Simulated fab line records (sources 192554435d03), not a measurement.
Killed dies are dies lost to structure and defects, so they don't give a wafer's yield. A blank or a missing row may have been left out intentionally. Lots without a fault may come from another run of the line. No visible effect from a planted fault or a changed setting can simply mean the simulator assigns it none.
Chamber matching + flow n5_finfet + 4 sister chambers for N5_GATE_CUT_STRIP_59 on rie_diel-01
The step strips in N2/H2, time 20 s. 8 wafers are shown with their chamber, then 12 later ones without.

== EACH WAFER AND ITS CHAMBER ==
| wafer  | chamber | showerhead_plenum_p_Torr (Torr) | drypump_motor_current_A (A) |
|--------|---------|---------------------------------|-----------------------------|
| L085.2 | 1       | 3.35                            | 5.8                         |
| L085.6 | 2       | 3.21                            | 6.1                         |
| L088.2 | 0       | 3.51                            | 5.2                         |
| L088.5 | 3       | 3.30                            | 6.3                         |
| L088.6 | 2       | 3.20                            | 6.1                         |
| L090.2 | 1       | 3.35                            | 5.9                         |
| L090.3 | 0       | 3.51                            | 5.2                         |
| L090.4 | 3       | 3.30                            | 6.3                         |

== WAFERS MISSING THEIR CHAMBER ==
| wafer  | showerhead_plenum_p_Torr (Torr) | drypump_motor_current_A (A) |
|--------|---------------------------------|-----------------------------|
| L094.4 | 3.35                            | 5.9                         |
| L094.5 | 3.35                            | 5.8                         |
| L094.6 | 3.20                            | 6.1                         |
| L095.2 | 3.20                            | 6.1                         |
| L095.4 | 3.29                            | 6.2                         |
| L095.5 | 3.50                            | 5.2                         |
| L096.1 | 3.29                            | 6.2                         |
| L096.2 | 3.20                            | 6.1                         |
| L096.4 | 3.35                            | 5.8                         |
| L097.4 | 3.20                            | 6.1                         |
| L097.5 | 3.20                            | 6.1                         |
| L097.6 | 3.34                            | 5.9                         |

== EACH ONE'S CHAMBER ==
| wafer  | from the rows above | in truth |
|--------|---------------------|----------|
| L094.4 | 1                   | 1        |
| L094.5 | 1                   | 1        |
| L094.6 | 2                   | 2        |
| L095.2 | 2                   | 2        |
| L095.4 | 3                   | 3        |
| L095.5 | 0                   | 0        |
| L096.1 | 3                   | 3        |
| L096.2 | 2                   | 2        |
| L096.4 | 1                   | 1        |
| L097.4 | 2                   | 2        |
| L097.5 | 2                   | 2        |
| L097.6 | 1                   | 1        |
12 of 12 placed correctly. Number that these rows cannot place: 0. Number placed wrongly: 0.
How it was worked out, from the rows above alone: a wafer's distance from a chamber is the root of the sum, over the readings, of the square of ((its reading less the chamber's mean) divided by the reading's scatter). The wafer belongs to the nearest chamber; if the next one is less than 2 further off, it can't be placed. A chamber's mean is the mean of its shown wafers. The scatter: take each reading less its chamber's mean, square it, sum over the shown wafers, divide by the number of wafers less the number of chambers, and take the root.
